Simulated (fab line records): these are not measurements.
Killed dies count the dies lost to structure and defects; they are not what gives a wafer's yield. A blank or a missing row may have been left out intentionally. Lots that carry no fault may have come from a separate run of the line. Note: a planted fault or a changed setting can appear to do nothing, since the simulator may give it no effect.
A single fault, viewed from 3 desks	flow n5 finfet	numbers are kept per desk, each desk with only its own; the story behind them comes last
Where a reading is given only as a bound, like >300, the bound stands for it, and a mean or a difference that rests on one is marked > or <: the true number lies beyond.

## FOR THE TOOL OWNER'S DESK: rie diel-02
The tool's own readings at N5_DUMMY_GATE_ETCH_36 (etches SiARC in CF4, target depth 13 nm): means of the sampled wafers that have a number, for each lot that ran on this tool. Marked OUT: a lot whose mean sits more than 4 standard deviations from the usual mean, which makes it out of limits; the brackets give that distance.
Columns: A = cf4 flow sccm at N5_DUMMY_GATE_ETCH_36, usual 99.98 sccm; B = drypump motor current A at N5_DUMMY_GATE_ETCH_36, usual 5.7 A; C = oes product au at N5_DUMMY_GATE_ETCH_36, usual 0.77 a.u.; D = rf vpp V at N5_DUMMY_GATE_ETCH_36, usual 184.3 V; E = showerhead plenum p Torr at N5_DUMMY_GATE_ETCH_36, usual 2.16 Torr; F = throttle valve pct at N5_DUMMY_GATE_ETCH_36, usual 15.71 %
lot	first seen here	A	B	C	D	E	F
L670	day 3 17:43	100.12	5.9	0.74	184.6	2.17	15.85
L672	day 3 22:47	99.96	5.8	0.74	184.8	2.17	15.85
L673	day 4 07:37	100.37	5.6	0.90	185.4	2.23	15.44
L676	day 5 06:04	99.90	5.8	0.73	183.9	2.17	15.88
L684	day 6 22:34	100.00	5.5	0.77	184.2	2.18	15.83
L685	day 7 09:31	99.97	5.6	0.78	185.3	2.20	15.76
Result from this desk: across the 6 lots, nothing is out of limits.

## THE METROLOGY DESK
Means of the sampled wafers that have a number, per lot and without regard to the tool the lot ran on: this is what the gauges read. Marked OUT: a lot whose mean sits more than 4 standard deviations from the usual mean, which makes it out of limits; the brackets give that distance.
Columns: A = cd nm at N5_DUMMY_GATE_CD_MEAS_24, usual 15.0 nm
lot	first seen here	A
L668	day 3 01:08	15.1
L670	day 3 18:29	14.6
L672	day 3 23:33	15.2
L673	day 4 08:35	14.8
L676	day 5 07:28	14.8
L684	day 6 23:19	14.8
L686	day 7 10:04	14.5
L685	day 7 10:22	14.9
L688	day 8 01:27	15.1
L691	day 8 19:46	15.0
Result from this desk: across the 10 lots, nothing is out of limits.

## THE DEFECT DESK
What the inspections along the route counted, lot by lot: means of the sampled wafers that have a number. Marked OUT: a lot whose mean sits more than 4 standard deviations from the usual mean, which makes it out of limits; the brackets give that distance.
Columns: A = raw defect count at N5_DUMMY_GATE_INSPECT_27, usual 298; B = raw defect count at N5_SPACER0_INSPECT_04, usual 137; C = raw defect count at N5_SD_EPI_N_INSPECT_11, usual 2.0; D = raw defect count at N5_SD_EPI_N_INSPECT_26, usual 205
lot	first seen here	A	B	C	D
L668	day 3 01:28	233	109	2.7	178
L670	day 3 18:46	223	121	1.7	212
L672	day 3 23:50	339	156	2.0	246
L673	day 4 09:13	257	158	2.3	264
L676	day 5 07:58	272	137	3.7	200
L684	day 6 23:52	776 (+5.9) OUT	621 (+15) OUT	>300 (+99 or more) OUT	709 (+13) OUT
L686	day 7 10:23	320	162	2.3	228
L685	day 7 10:40	905 (+7.5) OUT	690 (+17) OUT	>300 (+99 or more) OUT	768 (+14) OUT
L688	day 8 01:46	251	125	3.7	184
L691	day 8 20:04	258	111	1.3	179
Finding of this desk: L684, L685 out of limits; the first was L684 at day 6 23:52, on raw defect count at N5_DUMMY_GATE_INSPECT_27. In limits: L668, L670, L672, L673, L676, L686, L688, L691.

## ALL TOGETHER
The defect desk could have raised an alarm at day 6 23:52, on L684, L685.
The desk of the tool owner found nothing out of limits.
Metrology desk: nothing out of limits seen.
On record at the tool owner's desk: L684, L685, within its limits.
The metrology desk has L684, L685 on record, within its limits.
On rie diel-02, each named lot ran N5_DUMMY_GATE_ETCH_36.

## WHAT THE SIMULATOR PUT IN
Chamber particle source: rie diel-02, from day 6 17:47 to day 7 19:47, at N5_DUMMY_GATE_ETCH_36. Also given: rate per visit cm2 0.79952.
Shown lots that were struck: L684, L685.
Hours from the fault's start to each desk's first reading out of limits: the defect desk, 6.
